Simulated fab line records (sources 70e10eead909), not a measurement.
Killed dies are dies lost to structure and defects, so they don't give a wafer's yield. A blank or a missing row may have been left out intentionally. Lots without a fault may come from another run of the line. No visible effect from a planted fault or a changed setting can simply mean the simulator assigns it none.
A struck lot beside a sound one -- flow nandHarc -- 14 out of 1159 route steps
Sound: wafers L944.4, L944.5, L944.6. Wafers struck: L940.4, L940.5. At the end, the cause is stated.
Per side, at each step with rows, come the tool, then ch with its chambers, and then its first start. Under that, the readings that differ: sound wafers -- struck wafers -- difference of the means -- sigmas: that difference in standard deviations of wafers without a fault.
alike: same words and numbers on both sides, and readings whose means sit less than 2 such deviations apart. not compared: any withheld reading, any reading some wafer has no value for, any bound like >300 that may hide the same value, and any number with overlapping values for which the record gives no deviation.
The two part at a step that has a row with sigmas, a row that says differs or no value, or rows on one side only. Numbers that don't overlap but have no deviation are shown without sigmas and don't part them. A reading missing from all wafers of one side parts the sides only when that side holds two or more wafers.

first, 10 steps without rows for these wafers: NHARC_A_STAIRCASE_SRD_150; NHARC_A_STAIRCASE_DEHYDRATE_176 (time 120 s); NHARC_A_STAIRCASE_HMDS_177 (time 30 s); NHARC_A_STAIRCASE_COAT_178; NHARC_A_STAIRCASE_SOFTBAKE_179 (time 170 s); NHARC_A_STAIRCASE_EBR_180; NHARC_A_STAIRCASE_EXPOSE_181 (exposes mask STAIR 2); NHARC_A_STAIRCASE_PEB_182 (peb time 130 s); NHARC_A_STAIRCASE_DEVELOP_183 (time 140 s); NHARC_A_STAIRCASE_HARDBAKE_185 (time 140 s).
NHARC_A_STAIRCASE_DESCUM_186: chemistry O2, time 3 s.
  sound on rieDiel-02 ch 1,2,3, day 16 02:49; struck on rieDiel-06 ch 0,3, day 14 22:22
  alike: drypumpMotorCurrentA, mfcArSccm, oesProductAu, rfVppV, showerheadPlenumPTorr, throttleValvePct
  not compared: rfHoursCounterH
NHARC_A_STAIRCASE_TRIM_187: chemistry O2, time 211.2 s.
  sound on rieDiel-02 ch 0,2,3, day 16 02:55; struck on rieDiel-06 ch 0,2, day 14 22:29
reading,sound,struck,difference,sigmas
runLengthS (s),232.5 232.9 233.1,240.9 241.2,+8.2,+16
throttleValvePct (%),17.023 17.015 17.037,17.044 17.049,+0.022,+2
  alike: drypumpMotorCurrentA, mfcArSccm, oesProductAu, rfVppV, showerheadPlenumPTorr
  not compared: rfHoursCounterH
NHARC_A_STAIRCASE_ETCH_188: etches the open film in C4F8/O2, target depth 100 nm, time 40.5 s.
  sound on rieDiel-02 ch 0,1,3; struck on rieDiel-06 ch 0,3
reading,sound,struck,difference,sigmas
rfVppV (V),887 900 893,902 904,+10,+2
  alike: oesProductAu
  not compared: rfHoursCounterH
next, for these wafers, 1 step has no rows: NHARC_END_SORT_01.

WHERE THEY PART
At NHARC_A_STAIRCASE_TRIM_187 first; at NHARC_A_STAIRCASE_ETCH_188 last (within this record only).

WHY: the cause the simulator had injected
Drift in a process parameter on rieDiel-06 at NHARC_A_STAIRCASE_TRIM_187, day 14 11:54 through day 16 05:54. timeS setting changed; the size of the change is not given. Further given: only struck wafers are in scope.
